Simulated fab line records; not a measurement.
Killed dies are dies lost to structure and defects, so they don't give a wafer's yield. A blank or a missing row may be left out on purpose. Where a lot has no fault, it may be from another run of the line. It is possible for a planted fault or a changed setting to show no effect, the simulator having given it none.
Lot-split experiment || flow n5Finfet || on a route of 1938 steps: 7 lots, 21 wafers read

THE SPLIT
At N5_BEOL_M14_TRENCH_ETCH_34 (etches SiO2 in C4F8/O2/Ar, target depth 556.65 nm, time 126.9 s), the setting timeS was moved away from the recipe's 126.9 s on 6 of the 21 wafers read, by -16.2% to +15.7%. All remaining wafers had this setting at the recipe value.

FROM THE SPLIT TO THE READING: what the file shows between them, 10 steps
- N5_BEOL_M14_STRIP_70: strips in C4F8/O2/Ar
- N5_BEOL_M14_OCD_MEAS_35
- N5_BEOL_M14_STRIP_37: strips in O2
- N5_BEOL_M14_ETCH_38: etches SiCN in CF4/N2, target depth 106.5 nm, time 120.6 s
- N5_BEOL_M14_ECD_47: material Cu, target thk 1248 nm
- N5_BEOL_M14_ANNEAL_48: time 90 s
- N5_BEOL_M14_CMP_49: polishes, stops on SiO2, t overpolish 5.2 s, target thk 560 nm
- N5_BEOL_M14_THK_MEAS_50: measures by xrf
- N5_BEOL_M14_PRE_CLEAN_52: time 15 s
- N5_BEOL_M14_DEP_53: deposits SiCN from 3MS/NH3, target thk 50 nm, time 17.8 s

THE READING
At N5_BEOL_M14_RS_MEAS_54, a four-point-probe measurement gives M14_RS in ohm/sq. Fault-free wafers of this fab line usually give 0.0331 ohm/sq, standard deviation 0.00062 ohm/sq.

{"wafer": "L074.1", "tool, chamber at the split": "rieDiel-02, 0", "timeS as run, s": 126.9, "against the recipe": "recipe", "M14_RS, ohm/sq": 0.0325, "against lot-mates on the recipe": "-"}
{"wafer": "L074.2", "tool, chamber at the split": "rieDiel-02, 1", "timeS as run, s": 126.9, "against the recipe": "recipe", "M14_RS, ohm/sq": 0.0318, "against lot-mates on the recipe": "-"}
{"wafer": "L074.3", "tool, chamber at the split": "rieDiel-02, 3", "timeS as run, s": 126.9, "against the recipe": "recipe", "M14_RS, ohm/sq": 0.0342, "against lot-mates on the recipe": "-"}
{"wafer": "L076.2", "tool, chamber at the split": "rieDiel-04, 3", "timeS as run, s": 126.9, "against the recipe": "recipe", "M14_RS, ohm/sq": 0.0326, "against lot-mates on the recipe": "-"}
{"wafer": "L076.3", "tool, chamber at the split": "rieDiel-04, 2", "timeS as run, s": 126.9, "against the recipe": "recipe", "M14_RS, ohm/sq": 0.0328, "against lot-mates on the recipe": "-"}
{"wafer": "L076.6", "tool, chamber at the split": "rieDiel-04, 2", "timeS as run, s": 146.8, "against the recipe": "+15.7%", "M14_RS, ohm/sq": 0.0283, "against lot-mates on the recipe": -0.0044}
{"wafer": "L080.1", "tool, chamber at the split": "rieDiel-02, 0", "timeS as run, s": 126.9, "against the recipe": "recipe", "M14_RS, ohm/sq": 0.0328, "against lot-mates on the recipe": "-"}
{"wafer": "L080.3", "tool, chamber at the split": "rieDiel-02, 1", "timeS as run, s": 126.9, "against the recipe": "recipe", "M14_RS, ohm/sq": 0.0321, "against lot-mates on the recipe": "-"}
{"wafer": "L080.6", "tool, chamber at the split": "rieDiel-02, 2", "timeS as run, s": 126.9, "against the recipe": "recipe", "M14_RS, ohm/sq": 0.0329, "against lot-mates on the recipe": "-"}
{"wafer": "L078.4", "tool, chamber at the split": "rieDiel-02, 0", "timeS as run, s": 126.9, "against the recipe": "recipe", "M14_RS, ohm/sq": 0.0330, "against lot-mates on the recipe": "-"}
{"wafer": "L078.5", "tool, chamber at the split": "rieDiel-02, 3", "timeS as run, s": 126.9, "against the recipe": "recipe", "M14_RS, ohm/sq": 0.0347, "against lot-mates on the recipe": "-"}
{"wafer": "L078.6", "tool, chamber at the split": "rieDiel-02, 0", "timeS as run, s": 126.9, "against the recipe": "recipe", "M14_RS, ohm/sq": 0.0331, "against lot-mates on the recipe": "-"}
{"wafer": "L084.1", "tool, chamber at the split": "rieDiel-03, 0", "timeS as run, s": 106.3, "against the recipe": "-16.2%", "M14_RS, ohm/sq": 0.0392, "against lot-mates on the recipe": "no lot-mate on the recipe"}
{"wafer": "L084.2", "tool, chamber at the split": "rieDiel-03, 1", "timeS as run, s": 106.3, "against the recipe": "-16.2%", "M14_RS, ohm/sq": 0.0399, "against lot-mates on the recipe": "no lot-mate on the recipe"}
{"wafer": "L084.4", "tool, chamber at the split": "rieDiel-03, 3", "timeS as run, s": 106.3, "against the recipe": "-16.2%", "M14_RS, ohm/sq": 0.0409, "against lot-mates on the recipe": "no lot-mate on the recipe"}
{"wafer": "L089.2", "tool, chamber at the split": "rieDiel-04, 2", "timeS as run, s": 126.9, "against the recipe": "recipe", "M14_RS, ohm/sq": 0.0330, "against lot-mates on the recipe": "-"}
{"wafer": "L089.4", "tool, chamber at the split": "rieDiel-04, 3", "timeS as run, s": 126.9, "against the recipe": "recipe", "M14_RS, ohm/sq": 0.0329, "against lot-mates on the recipe": "-"}
{"wafer": "L089.6", "tool, chamber at the split": "rieDiel-04, 3", "timeS as run, s": 126.9, "against the recipe": "recipe", "M14_RS, ohm/sq": 0.0328, "against lot-mates on the recipe": "-"}
{"wafer": "L093.2", "tool, chamber at the split": "rieDiel-04, 1", "timeS as run, s": 146.5, "against the recipe": "+15.4%", "M14_RS, ohm/sq": 0.0292, "against lot-mates on the recipe": -0.0045}
{"wafer": "L093.5", "tool, chamber at the split": "rieDiel-04, 3", "timeS as run, s": 146.5, "against the recipe": "+15.4%", "M14_RS, ohm/sq": 0.0286, "against lot-mates on the recipe": -0.0051}
{"wafer": "L093.6", "tool, chamber at the split": "rieDiel-04, 0", "timeS as run, s": 126.9, "against the recipe": "recipe", "M14_RS, ohm/sq": 0.0337, "against lot-mates on the recipe": "-"}

THE FIT
A straight line over all 21 wafers: M14_RS changes by -0.000357 ohm/sq for each +1% of timeS; r = -0.96; the points scatter about the line by 0.00092 ohm/sq.
The same after taking each lot's own level away (the mean of its wafers on the recipe; 18 wafers): -0.0003 ohm/sq for each +1%; r = -0.95; scatter 0.00059 ohm/sq.
That fit puts the effect of the largest move of timeS on the reading at 0.0049 ohm/sq.
Measured against the standard deviation above, the lots' own levels, which go from 0.03260 to 0.03370 ohm/sq, span 1.8 times it.
In other words, the slope is changed by the lot-to-lot level; the two fits disagree.
Check: -0.00487 ohm/sq against its lot-mates is what the line predicts for one of the wafers moved furthest among these (+15.7%) when that wafer is left out of the fit. Against them it came out at -0.0044 ohm/sq.

THESE WAFERS: OTHER SPLITS
Other splits were also applied to these wafers ahead of the reading. Each is held against what the fit with the lots' levels taken away leaves over:
{"other split on the same wafers": "N5_BEOL_M14_PEB_26 pebTempC", "wafers away from the commonest value": 4, "r with M14_RS (lot level and that fit taken away)": -0.27}

THE WHOLE CHAIN: every reading that the file lists as answering this split, in the file's order
{"step": "N5_BEOL_M14_TRENCH_ETCH_34", "what it does": "etches SiO2 in C4F8/O2/Ar, target depth 556.65 nm, time 126.9 s", "reading": "etch.depthNm (the simulator's own value, which no gauge read)", "change (the file's fit)": "+5.59 nm for each +1% of the setting", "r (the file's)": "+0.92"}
{"step": "N5_BEOL_M14_OCD_MEAS_35", "what it does": "", "reading": "trenchDepthNm", "change (the file's fit)": "+5.63 nm for each +1% of the setting", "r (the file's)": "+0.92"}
{"step": "N5_BEOL_M14_CMP_49", "what it does": "polishes, stops on SiO2, t overpolish 5.2 s, target thk 560 nm", "reading": "Cu_of_BEOL_M14_ECD_47.thkNm (the simulator's own value, which no gauge read)", "change (the file's fit)": "+5.63 nm for each +1% of the setting", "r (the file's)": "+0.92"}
{"step": "N5_BEOL_M14_THK_MEAS_50", "what it does": "measures by xrf", "reading": "M14_THK", "change (the file's fit)": "+5.55 for each +1% of the setting", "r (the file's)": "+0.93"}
{"step": "N5_BEOL_M14_RS_MEAS_54", "what it does": "measures by four-point-probe", "reading": "M14_RS", "change (the file's fit)": "-0.000293 for each +1% of the setting", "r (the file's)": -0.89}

FILE'S OWN FIT
M14_RS changes by -0.000293 ohm/sq for each +1% of timeS, r = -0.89.
